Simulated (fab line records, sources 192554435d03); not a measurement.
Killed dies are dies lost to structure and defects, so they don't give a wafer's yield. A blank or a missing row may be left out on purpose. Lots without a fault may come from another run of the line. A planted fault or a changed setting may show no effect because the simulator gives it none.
fab line records | flow n5_finfet
record lots=6 wafers=18 last_day=17
route steps=1938 shown MIM_BOT_LITHO@1857 MIM_BOT_ETCH@1866 PASS1_CAP@1873 TV_LITHO@1875 PASSIVATION@1936
lots that met no fault: from a run of the same line without faults
start_h: hours from the record's first day to the start of the lot's first wafer shown | wait_h: hours since the lot's step before | " the same as in the row above | L1.1+2: a row that stands for several wafers | - no value, or no start given | * or withheld: withheld | < > ~ a bound
route shown NAME@n: a module of which the file shows steps, and the number in the route of the first | usual: mean/standard deviation of fault-free wafers | same: alike in all rows | chamber/n: place in a boat | sites: the reading at each site | _std_site: their standard deviation | _edge_site: outer sites' mean less inner sites' | radius_mm: how far each site lies from the wafer's centre | mask NAME#n: copy n | behind: the tool/chamber that last shaped the wafer | hold: why the lot was held/for how many hours/how that ended | device: the transistor (n, p or np) that didn't switch | end of line: the same wafers' tests at the end of the route | a step without rows: its recipe alone | killed: dies lost to structure and defects at the first sort, not the wafer's yield | map: a wafer's dies, x killed, . not, _ none there
set.NAME: the setting as run; set.NAME@STEP: as run at that earlier step | model.NAME: the simulator's own value behind a step, which no gauge read
lots at some steps of the route; a table a step, a row a wafer
services: from which hour (start_h, from the record's first day; less than 0 if before it) a tool's chamber was out of use, for how many hours, and why
## steps
# step N5_MIM_BOT_LITHO_SOFTBAKE_03
# recipe temp_c=100 time_s=90
# step N5_MIM_BOT_LITHO_EXPOSE_05
# recipe mask_id=MIM_BOT na=0.55 source_shape=conventional sigma_outer=0.8 polarization=unpolarized dose_mj=24.25
# step N5_MIM_BOT_LITHO_PEB_06
# recipe peb_temp_c=withheld peb_time_s=*
# step N5_MIM_BOT_LITHO_DEVELOP_07
# recipe develop_time_s=60 rinse_liquid=diw dry=air_spin dev_temp_c=21
# step N5_MIM_BOT_LITHO_HARDBAKE_09
# recipe temp_c=130 time_s=120
# step N5_MIM_BOT_LITHO_CD_MEAS_08
# recipe target_cd_nm=3000 landing_energy_ev=500 detector=se_inlens polarity=opening
# usual cd_nm=2998.9/1.7
# columns lot.wafer tool chamber start_h wait_h cd_nm
L975.2 cd_sem-01 0 276.64 - 3000.7
L975.4 " 0 " " 3001.7
L975.6 " 0 " " 3002.2
L983.4 cd_sem-02 0 304.31 - 2998.3
L983.5 " 0 " " 2999.0
L983.6 " 0 " " 2996.9
L988.2 cd_sem-02 0 344.84 - 2997.0
L988.5 " 0 " " 2997.7
L988.6 " 0 " " 2996.2
L985.1 cd_sem-01 0 345.51 - 2996.8
L985.2 " 0 " " 2997.9
L985.5 " 0 " " 2997.1
L990.2 cd_sem-01 0 368.13 - 2998.0
L990.3 " 0 " " 2997.8
L990.6 " 0 " " 2999.7
L996.1 cd_sem-01 0 400.33 - 3001.4
L996.3 " 0 " " 3000.9
L996.6 " 0 " " 2997.5
# step N5_MIM_BOT_LITHO_OVL_MEAS_11
# recipe points_per_wafer=44
# usual MIM_BOT_OVL=1/6.9
# columns lot.wafer tool chamber start_h wait_h MIM_BOT_OVL[nm]
L975.2 overlay-01 0 276.67 0.0 -6
L975.4 " 0 " " -2
L975.6 " 0 " " 6
L983.4 overlay-01 0 304.34 0.0 8
L983.5 " 0 " " 3
L983.6 " 0 " " 6
L988.2 overlay-02 0 344.87 0.0 -13
L988.5 " 0 " " -2
L988.6 " 0 " " -5
L985.1 overlay-02 0 345.54 0.0 1
L985.2 " 0 " " -14
L985.5 " 0 " " -2
L990.2 overlay-01 0 368.16 0.0 14
L990.3 " 0 " " 0
L990.6 " 0 " " 5
L996.1 overlay-02 0 401.36 1.0 -5
L996.3 " 0 " " 7
L996.6 " 0 " " 12
# step N5_MIM_BOT_LITHO_INSPECT_12
# recipe mode=adi inspect_instrument=macro
# usual raw_defect_count=2.0/1.3
# columns lot.wafer tool chamber start_h wait_h raw_defect_count
L975.2 defect_inspect-01 - 276.69 0.0 4
L975.4 " - " " 3
L975.6 " - " " 0
L983.4 defect_inspect-01 - 304.36 0.0 3
L983.5 " - " " 4
L983.6 " - " " 4
L988.2 defect_inspect-02 - 344.89 0.0 2
L988.5 " - " " 3
L988.6 " - " " 0
L985.1 defect_inspect-02 - 345.56 0.0 3
L985.2 " - " " 2
L985.5 " - " " 0
L990.2 defect_inspect-02 - 368.18 0.0 2
L990.3 " - " " 1
L990.6 " - " " 0
L996.1 defect_inspect-02 - 401.38 0.0 3
L996.3 " - " " 2
L996.6 " - " " 0
# step N5_MIM_BOT_LITHO_DESCUM_10
# recipe chemistry=O2 time_s=7.9 source_power_w=50 bias_power_w=20 pressure_mtorr=20 rf_frequency_hz=2.712e+07 temp_c=40 o2_flow_sccm=225
# usual drypump_motor_current_A=5.7/0.48 oes_product_au=0.80/0.067 rf_vpp_V=243.0/1.5 showerhead_plenum_p_Torr=2.08/0.081 throttle_valve_pct=20.42/0.25
# columns lot.wafer tool chamber start_h wait_h drypump_motor_current_A oes_product_au rf_hours_counter_h rf_vpp_V showerhead_plenum_p_Torr throttle_valve_pct
L975.2 rie_diel-02 2 276.80 0.1 5.8 0.84 58 244.0 2.13 20.34
L975.4 " 1 " " 6.3 0.74 187 241.3 2.01 20.36
L975.6 " 0 " " 5.5 0.84 - 245.8 2.22 20.45
L983.4 rie_diel-02 2 304.39 0.0 5.8 0.83 68 243.0 2.12 20.35
L983.5 " 3 " " 6.1 0.88 - 240.8 2.03 20.36
L983.6 " 0 " " 5.5 0.82 - 244.8 2.22 20.45
L988.2 rie_diel-02 1 345.21 0.3 6.3 0.73 207 242.2 2.01 20.39
L988.5 " 3 " " 6.1 0.86 - 242.6 2.02 20.37
L988.6 " 0 " " 5.5 0.81 - 245.2 2.21 20.48
L985.1 rie_diel-02 3 345.89 0.3 6.1 0.86 63 241.0 2.02 20.37
L985.2 " 1 " " 6.4 0.73 207 241.5 2.01 20.40
L985.5 " 3 " " 6.1 0.85 - 242.3 2.02 20.38
L990.2 rie_diel-02 3 368.21 0.0 6.1 0.85 72 243.1 2.02 20.40
L990.3 " 2 " " 5.8 0.81 85 243.7 2.12 20.39
L990.6 " 1 " " 6.3 0.73 - 240.7 2.00 20.41
L996.1 rie_diel-06 2 401.41 0.0 5.6 0.91 20 242.5 2.14 20.62
L996.3 " 0 " " 5.7 0.78 130 245.5 2.20 20.35
L996.6 " 1 " " 6.3 0.82 - 241.3 2.03 20.24
# step N5_MIM_BOT_ETCH_ETCH_04
# recipe chemistry=CF4/O2 target=SiNx target_depth_a=260 time_s=13 ion_energy_ev=100 pressure_mtorr=40 source_w=535 bias_w=49 Ar_flow_sccm=100 cf4_flow_sccm=100 O2_flow_sccm=10
# usual bias_w=48.98/0.16 cf4_flow_sccm=100.01/0.29 drypump_motor_current_A=5.7/0.48 mfc_ar_sccm=100.01/0.29 oes_ar_750_au=0.81/0.064 oes_product_au=0.81/0.068 rf_vpp_V=238/4.5 showerhead_plenum_p_Torr=2.20/0.08 throttle_valve_pct=15.99/0.18
# columns lot.wafer tool chamber start_h wait_h bias_w cf4_flow_sccm drypump_motor_current_A mfc_ar_sccm oes_ar_750_au oes_product_au rf_hours_counter_h rf_vpp_V showerhead_plenum_p_Torr throttle_valve_pct
L975.2 rie_diel-02 2 276.87 0.0 49.15 99.89 5.8 100.07 0.83 0.85 58 246 2.25 15.93
L975.4 " 1 " " 49.14 100.03 6.3 100.66 0.75 0.74 187 233 2.12 15.94
L975.6 " 0 " " 48.65 99.69 5.5 99.41 0.86 0.84 - 235 2.33 15.95
L983.4 rie_diel-02 2 304.46 0.0 48.91 100.64 5.8 99.89 0.82 0.83 68 247 2.24 15.94
L983.5 " 3 " " 49.01 99.99 6.1 100.05 0.86 0.87 - 236 2.15 15.99
L983.6 " 0 " " 48.73 100.30 5.5 100.25 0.84 0.84 - 233 2.33 15.95
L988.2 rie_diel-02 1 345.28 0.0 49.03 100.30 6.3 99.82 0.74 0.73 207 233 2.12 15.99
L988.5 " 3 " " 48.83 99.60 6.1 99.87 0.85 0.85 - 237 2.15 16.02
L988.6 " 0 " " 48.87 99.68 5.5 100.27 0.83 0.81 - 234 2.32 15.98
L985.1 rie_diel-02 3 345.96 0.0 48.80 100.06 6.1 100.54 0.84 0.86 63 236 2.15 16.03
L985.2 " 1 " " 48.92 99.86 6.3 100.38 0.73 0.73 207 233 2.12 16.01
L985.5 " 3 " " 49.06 99.68 6.1 100.10 0.85 0.86 - 237 2.15 16.01
L990.2 rie_diel-02 3 368.28 0.0 48.81 100.15 6.1 100.06 0.84 0.84 72 235 2.15 16.04
L990.3 " 2 " " 49.33 99.68 5.8 100.40 0.80 0.81 85 245 2.24 15.97
L990.6 " 1 " " 49.11 100.11 6.3 99.72 0.72 0.72 - 233 2.11 16.02
L996.1 rie_diel-06 2 401.48 0.0 49.09 100.13 5.6 99.96 0.94 0.92 20 232 2.24 16.00
L996.3 " 0 " " 49.17 100.13 5.7 100.23 0.79 0.78 130 238 2.30 15.90
L996.6 " 1 " " 48.93 99.93 6.3 99.78 0.82 0.85 - 241 2.14 15.88
# step N5_MIM_BOT_ETCH_ETCH_03
# recipe chemistry=Cl2/BCl3 target_depth_a=120 pressure_mtorr=8 icp_w=800 bias_w=100 Cl2_flow_sccm=20 bcl3_flow_sccm=80
# step N5_MIM_BOT_ETCH_ETCH_00
# recipe chemistry=Cl2/BCl3 target=TiN target_depth_a=455 ion_energy_ev=150 pressure_mtorr=10 icp_w=1000 bias_w=126 Cl2_flow_sccm=53.25 bcl3_flow_sccm=21.75 Ar_flow_sccm=25
# usual bias_w=125.9/0.36 drypump_motor_current_A=5.5/0.48 mfc_ar_sccm=25.00/0.087 oes_ar_750_au=0.80/0.085 oes_product_au=0.80/0.089 throttle_valve_pct=21.98/0.23
# columns lot.wafer tool chamber start_h wait_h bias_w drypump_motor_current_A mfc_ar_sccm oes_ar_750_au oes_product_au rf_hours_counter_h throttle_valve_pct
L975.2 rie_metal-01 0 277.18 0.2 126.1 5.9 25.01 0.79 0.77 - 22.17
L975.4 " 0 " " 126.0 5.9 24.91 0.79 0.76 - 22.17
L975.6 " 0 " " 125.8 5.9 24.94 0.78 0.77 - 22.18
L983.4 rie_metal-03 1 304.85 0.2 125.8 4.8 25.01 0.84 0.83 - 21.76
L983.5 " 1 " " 125.2 4.9 24.99 0.85 0.83 - 21.76
L983.6 " 1 " " 126.1 4.8 25.02 0.84 0.84 - 21.75
L988.2 rie_metal-01 0 345.46 0.1 125.8 5.9 24.90 0.76 0.74 42 22.21
L988.5 " 1 " " 126.2 5.1 24.94 0.83 0.83 - 21.99
L988.6 " 0 " " 125.9 5.9 25.07 0.76 0.74 - 22.21
L985.1 rie_metal-03 1 346.23 0.1 125.7 4.8 24.87 0.82 0.82 35 21.79
L985.2 " 1 " " 125.8 4.8 24.92 0.82 0.81 - 21.80
L985.5 " 1 " " 126.0 4.8 25.00 0.83 0.81 - 21.78
L990.2 rie_metal-03 1 368.59 0.2 126.0 4.8 25.04 0.81 0.79 - 21.80
L990.3 " 1 " " 126.2 4.8 25.08 0.81 0.79 - 21.79
L990.6 " 1 " " 125.9 4.9 25.25 0.81 0.79 - 21.79
L996.1 rie_metal-03 0 401.66 0.1 126.1 6.4 24.88 0.81 0.82 22 21.43
L996.3 " 0 " " 125.2 6.4 24.90 0.81 0.83 - 21.45
L996.6 " 0 " " 126.0 6.4 24.85 0.82 0.84 - 21.44
# step N5_MIM_BOT_ETCH_STRIP_01
# recipe chemistry=O2 power_w=600 temp_c=60 pressure_mtorr=30 rf_frequency_hz=6e+07 bias_power_w=0 overash_fraction=0.5 o2_flow_sccm=225
# usual bias_power_w=0/0 chamber_pressure_mTorr=30.00/0.077 drypump_motor_current_A=5.7/0.51 oes_product_au=0.80/0.071 overash_fraction=0.5/0 rf_vpp_V=3.7/1.4 showerhead_plenum_p_Torr=2.08/0.076 throttle_valve_pct=16.66/0.24
# columns lot.wafer tool chamber start_h wait_h bias_power_w chamber_pressure_mTorr drypump_motor_current_A oes_product_au overash_fraction rf_hours_counter_h rf_vpp_V showerhead_plenum_p_Torr throttle_valve_pct model.coat_of_MIM_BOT_LITHO_COAT_02.thk_nm
L975.2 rie_diel-02 0 277.40 0.2 0 29.92 5.5 0.83 0.5 77 2.6 2.22 16.67 *
L975.4 " 1 " " 0 29.91 6.4 0.76 0.5 187 1.9 2.02 16.62 *
L975.6 " 1 " " 0 29.93 6.3 0.75 0.5 - 3.1 2.02 16.65 *
L983.4 rie_diel-01 1 305.26 0.4 0 30.00 5.0 0.69 0.5 - 1.7 2.01 17.32 *
L983.5 " 2 " " 0 29.96 6.2 0.85 0.5 - 6.3 2.12 16.50 *
L983.6 " 3 " " 0 30.09 5.3 0.83 0.5 - 2.3 2.02 16.42 *
L988.2 rie_diel-01 2 345.63 0.1 - - - - - - - - - *
L988.5 " 1 " " - - - - - - - - - *
L988.6 " 0 " " - - - - - - - - - *
L985.1 rie_diel-06 1 346.55 0.3 - - - - - - - - - *
L985.2 " 2 " " - - - - - - - - - *
L985.5 " 2 " " - - - - - - - - - *
L990.2 rie_diel-02 3 368.81 0.2 0 29.94 6.1 0.87 0.5 72 3.3 2.02 16.63 *
L990.3 " 1 " " 0 29.94 6.4 0.72 0.5 215 5.7 2.01 16.67 *
L990.6 " 3 " " 0 30.02 6.1 0.84 0.5 - 6.1 2.02 16.61 *
L996.1 rie_diel-02 1 401.80 0.1 0 30.02 6.3 0.71 0.5 221 1.9 2.00 16.65 *
L996.3 " 3 " " 0 30.02 6.1 0.84 0.5 81 3.8 2.02 16.62 *
L996.6 " 1 " " 0 30.03 6.3 0.72 0.5 - 4.0 2.01 16.69 *
# step N5_MIM_BOT_ETCH_STRIP_02
# recipe chemistry=post_etch_residue_remover time_s=1200 temp_c=72.5
# step N5_MIM_BOT_ETCH_CLEAN_05
# recipe chemistry=IPA time_s=180 temp_c=25
# step N5_MIM_BOT_ETCH_SRD_06
# recipe dry=ipa_marangoni time_s=30 temp_c=23 rinse_liquid=diw
# step N5_PASSIVATION_PECVD_55
# recipe material=SiO2 target_thk_a=4000 temp_c=400 precursor=SiH4/N2O pressure_torr=2.7 rf_w=608 time_s=22.5
# usual heater_power_w=671/71 showerhead_plenum_p_Torr=8.20/0.083 throttle_valve_pct=53/3.3
# columns lot.wafer tool chamber start_h wait_h heater_power_w showerhead_plenum_p_Torr throttle_valve_pct
L975.2 pecvd-03 1 277.90 0.0 632 8.22 55
L975.4 " 2 " " 669 8.21 51
L975.6 " 1 " " 685 8.18 55
L983.4 pecvd-02 1 305.76 0.0 649 8.23 53
L983.5 " 0 " " 691 8.14 54
L983.6 " 2 " " 569 8.11 50
L988.2 pecvd-04 2 346.13 0.0 739 8.16 47
L988.5 " 2 " " 763 8.15 47
L988.6 " 1 " " 600 8.13 60
L985.1 pecvd-04 2 347.15 0.0 748 8.16 47
L985.2 " 0 " " 581 8.17 52
L985.5 " 0 " " 613 8.14 52
L990.2 pecvd-03 2 369.31 0.0 627 8.18 52
L990.3 " 1 " " 741 8.20 55
L990.6 " 2 " " 633 8.21 51
L996.1 pecvd-03 2 402.31 0.0 643 8.22 52
L996.3 " 0 " " 730 8.39 55
L996.6 " 0 " " 753 8.37 55
# step N5_PASSIVATION_PECVD_01
# recipe material=SiNx target_thk_a=2000 temp_c=400 precursor=SiH4/NH3/N2 pressure_torr=4.9 rf_w=1406 time_s=43.2
# usual heater_power_w=397/71 showerhead_plenum_p_Torr=8.70/0.059 throttle_valve_pct=30.0/1.8
# columns lot.wafer tool chamber start_h wait_h heater_power_w showerhead_plenum_p_Torr throttle_valve_pct
L975.2 pecvd-03 1 277.94 0.0 454 8.70 31.0
L975.4 " 2 " " 296 8.70 28.7
L975.6 " 1 " " 448 8.70 31.0
L983.4 pecvd-02 1 305.80 0.0 462 8.67 30.4
L983.5 " 0 " " 403 8.63 30.4
L983.6 " 2 " " 342 8.64 28.9
L988.2 pecvd-04 2 346.16 0.0 439 8.68 26.5
L988.5 " 2 " " 451 8.65 26.8
L988.6 " 1 " " 483 8.67 33.8
L985.1 pecvd-04 2 347.19 0.0 483 8.68 26.6
L985.2 " 0 " " 353 8.65 29.3
L985.5 " 0 " " 356 8.64 29.2
L990.2 pecvd-03 2 369.34 0.0 367 8.69 29.3
L990.3 " 1 " " 385 8.73 30.9
L990.6 " 2 " " 370 8.69 29.1
L996.1 pecvd-03 2 402.36 0.0 275 8.74 29.5
L996.3 " 0 " " 462 8.84 31.1
L996.6 " 0 " " 473 8.83 31.1
# step N5_PASSIVATION_HMDS_03
# recipe time_s=60 temp_c=120
# step N5_PASSIVATION_COAT_04
# recipe spin_rpm=* resist_thk_nm=*
# step N5_PASSIVATION_EBR_06
# recipe solvent=PGMEA ebr_width_mm=1.5
# step N5_PASSIVATION_SOFTBAKE_05
# recipe temp_c=100 time_s=90
# step N5_PASSIVATION_EXPOSE_07
# recipe mask_id=TV na=0.55 source_shape=conventional sigma_outer=0.8 polarization=unpolarized defocus_nm=0 target_cd_nm=3000 dose_mj=22.75
# step N5_PASSIVATION_PEB_08
# recipe peb_temp_c=withheld peb_time_s=*
# step N5_PASSIVATION_DEVELOP_09
# recipe develop_time_s=60 rinse_liquid=diw dry=air_spin dev_temp_c=21
# step N5_PASSIVATION_HARDBAKE_11
# recipe temp_c=130 time_s=120
# step N5_PASSIVATION_CD_MEAS_10
# recipe target_cd_nm=3000 landing_energy_ev=500 detector=se_inlens
# usual cd_nm=3000.1/2.2
# columns lot.wafer tool chamber start_h wait_h cd_nm
L975.2 cd_sem-02 0 280.32 - 2998.2
L975.4 " 0 " " 3001.0
L975.6 " 0 " " 3000.8
L983.4 cd_sem-02 0 309.32 - 3000.5
L983.5 " 0 " " 2997.3
L983.6 " 0 " " 2998.8
L988.2 cd_sem-03 0 346.55 - 2997.8
L988.5 " 0 " " 3002.3
L988.6 " 0 " " 2999.1
L985.1 cd_sem-03 0 348.98 - 3000.7
L985.2 " 0 " " 3001.7
L985.5 " 0 " " 3002.8
L990.2 cd_sem-01 0 370.83 - 2999.6
L990.3 " 0 " " 2998.4
L990.6 " 0 " " 3002.0
L996.1 cd_sem-02 0 402.87 - 2998.7
L996.3 " 0 " " 3001.5
L996.6 " 0 " " 3000.7
# step N5_PASSIVATION_OVL_MEAS_60
# recipe points_per_wafer=44
# usual TV_OVL=1/4.7
# columns lot.wafer tool chamber start_h wait_h TV_OVL[nm]
L975.2 overlay-02 0 280.35 0.0 -2
L975.4 " 0 " " 5
L975.6 " 0 " " 5
L983.4 overlay-02 0 309.35 0.0 -5
L983.5 " 0 " " -3
L983.6 " 0 " " 4
L988.2 overlay-01 0 346.58 0.0 -4
L988.5 " 0 " " -12
L988.6 " 0 " " -6
L985.1 overlay-02 0 349.01 0.0 -3
L985.2 " 0 " " 1
L985.5 " 0 " " -2
L990.2 overlay-02 0 370.86 0.0 8
L990.3 " 0 " " 2
L990.6 " 0 " " 5
L996.1 overlay-01 0 402.90 0.0 -2
L996.3 " 0 " " 2
L996.6 " 0 " " -6
# step N5_PASSIVATION_INSPECT_61
# recipe mode=adi inspect_instrument=macro
# usual raw_defect_count=2.0/1.3
# columns lot.wafer tool chamber start_h wait_h raw_defect_count
L975.2 defect_inspect-02 - 280.37 0.0 2
L975.4 " - " " 2
L975.6 " - " " 1
L983.4 defect_inspect-02 - 309.37 0.0 3
L983.5 " - " " 3
L983.6 " - " " 2
L988.2 defect_inspect-02 - 346.61 0.0 51
L988.5 " - " " 57
L988.6 " - " " 57
L985.1 defect_inspect-02 - 349.04 0.0 60
L985.2 " - " " 43
L985.5 " - " " 65
L990.2 defect_inspect-01 - 370.89 0.0 1
L990.3 " - " " 4
L990.6 " - " " 3
L996.1 defect_inspect-01 - 402.92 0.0 0
L996.3 " - " " 2
L996.6 " - " " 2
# step N5_PASSIVATION_DESCUM_12
# recipe chemistry=O2 time_s=7.9 source_power_w=50 bias_power_w=20 pressure_mtorr=20 rf_frequency_hz=2.712e+07 temp_c=40 o2_flow_sccm=225
# step N5_PASSIVATION_PROBE_49
# usual defect_limited_yield=91.0/1.5 killed_at_M0_to_M3=34/11 killed_at_M4_up=14/5.3 killed_at_contacts=13/7 killed_at_front_end=41/13 killed_at_other=4/3.1 killed_dies=106/17 killed_open=70/12 killed_short=35/8 sort_bin_5_function=5.2/0.98 sort_bin_6_memory=3.4/0.69 sort_n_pass=1074/17 sort_yield_pct=91.0/1.5
# same gross_dies=1180 killed_at_back_side=0 sort_bin_4_leakage[%]=0 sort_bin_8_speed[%]=0
# columns lot.wafer tool chamber start_h wait_h defect_limited_yield[%] killed_at_M0_to_M3 killed_at_M4_up killed_at_contacts killed_at_front_end killed_at_other killed_dies killed_open killed_short sort_bin_5_function[%] sort_bin_6_memory[%] sort_n_pass sort_yield_pct[%]
L988.2 prober-01 - 353.11 0.1 92.8 23 20 11 26 5 85 61 22 4.0 3.1 1095 92.8
L988.5 prober-01 - 353.26 0.2 91.3 28 27 10 36 2 103 75 26 4.5 4.1 1077 91.3
L988.6 prober-01 - 353.31 0.3 93.2 26 16 6 32 0 80 57 22 4.9 1.6 1100 93.2
L985.1 prober-02 - 356.50 0.0 90.1 28 19 9 61 0 117 81 36 5.7 4.0 1063 90.1
L985.2 prober-02 - 356.55 0.1 91.9 25 16 10 42 3 96 65 29 5.2 2.8 1084 91.9
L985.5 prober-02 - 356.70 0.2 91.9 36 13 16 29 2 96 65 31 5.3 2.6 1084 91.9
# killed by level:class
L988.2 BEOL_M4:geometric_particle:open=12 MOL_CONTACT_COAG:geometric_particle:open=10 BEOL_M2:geometric_particle:open=9 STI_FIN_REVEAL:geometric_particle:open=6 DUMMY_GATE:geometric_particle:open=5 BEOL_M1:geometric_particle:open=4 BEOL_M3:geometric_particle:open=3 BEOL_M7:geometric_particle:open=3
L988.5 STI_FIN_REVEAL:geometric_particle:open=15 BEOL_M4:geometric_particle:open=15 MOL_CONTACT_COAG:geometric_particle:open=8 BEOL_M1:geometric_particle:open=7 BEOL_M2:geometric_particle:open=7 BEOL_M0_SAQP:geometric_particle:short=6 DUMMY_GATE:geometric_particle:open=5 STARTING-WAFER:geometric_particle:short=3
L988.6 BEOL_M2:geometric_particle:open=12 BEOL_M4:geometric_particle:open=8 STI_FIN_REVEAL:geometric_particle:open=7 MOL_CONTACT_COAG:geometric_particle:open=6 BEOL_M1:geometric_particle:open=5 FIN_SAQP:geometric_particle:open=4 BEOL_M4:geometric_particle:short=4 STARTING-WAFER:geometric_particle:open=4
L985.1 STI_FIN_REVEAL:geometric_particle:open=27 BEOL_M0_SAQP:geometric_particle:short=9 DUMMY_GATE:geometric_particle:open=7 MOL_CONTACT_COAG:geometric_particle:open=7 FIN_SAQP:geometric_particle:short=6 BEOL_M4:geometric_particle:open=6 BEOL_M0_SAQP:geometric_particle:open=6 BEOL_M3:geometric_particle:open=6
L985.2 STI_FIN_REVEAL:geometric_particle:open=13 MOL_CONTACT_COAG:geometric_particle:open=7 BEOL_M0_SAQP:geometric_particle:short=7 BEOL_M4:geometric_particle:open=6 DUMMY_GATE:geometric_particle:open=5 DUMMY_GATE:geometric_particle:short=5 BEOL_M3:geometric_particle:open=5 BEOL_M0_SAQP:geometric_particle:open=4
L985.5 MOL_CONTACT_COAG:geometric_particle:open=14 BEOL_M0_SAQP:geometric_particle:short=9 BEOL_M0_SAQP:geometric_particle:open=9 GATE_CUT:geometric_particle:short=8 BEOL_M2:geometric_particle:open=6 BEOL_M4:geometric_particle:open=6 BEOL_M3:geometric_particle:open=5 STARTING-WAFER:geometric_particle:open=5
## services
# columns tool chamber start_h hours kind
pecvd-02 0 253.03 5.5 scheduled_down
rie_metal-01 1 271.26 6.8 repair
rie_metal-03 0 273.61 97.5 repair
pecvd-04 - 295.33 1.2 repair
rie_diel-01 2 299.37 5.1 repair
rie_diel-01 0 304.44 - clean
rie_diel-01 0 304.44 - consumable_replace:focus_ring
rie_diel-01 0 304.44 18.2 scheduled_down
rie_diel-01 0 304.44 18.2 vent_cycle
rie_diel-01 - 311.59 0.2 repair
rie_diel-06 2 312.32 - clean
rie_diel-06 2 312.32 - consumable_replace:focus_ring
rie_diel-06 2 312.32 23.8 scheduled_down
rie_diel-06 2 312.32 23.8 vent_cycle
pecvd-03 - 343.35 14.6 pm
rie_diel-02 2 343.93 4.8 repair
pecvd-03 2 363.07 2.1 scheduled_down
rie_diel-02 2 363.16 1.3 repair
rie_diel-02 1 369.34 9.8 repair
pecvd-03 1 375.52 2.1 scheduled_down
rie_diel-06 3 380.46 6.0 repair
pecvd-03 1 383.62 - clean
pecvd-03 1 383.62 - consumable_replace:showerhead
rie_metal-01 0 399.87 6.2 repair
## key
first_sign step=N5_MIM_BOT_ETCH_STRIP_01 reading=tool_record direction=missing
effect step=N5_PASSIVATION_INSPECT_61 reading=raw_defect_count direction=up sigmas=41 usual=2.0 struck=55.5
model_effect step=N5_MIM_BOT_ETCH_STRIP_01 value=coat_of_MIM_BOT_LITHO_COAT_02.thk_nm without=* struck=*
met_at N5_MIM_BOT_ETCH_STRIP_01
struck_wafers L985.1,L985.2,L985.5,L988.2,L988.5,L988.6
onset_between 305.26 345.63
fault kind=skipped_step_whole tool=rie_diel-01,rie_diel-06 chamber=- onset_h=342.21 steps=N5_MIM_BOT_ETCH_STRIP_01 scope=struck_lots_only
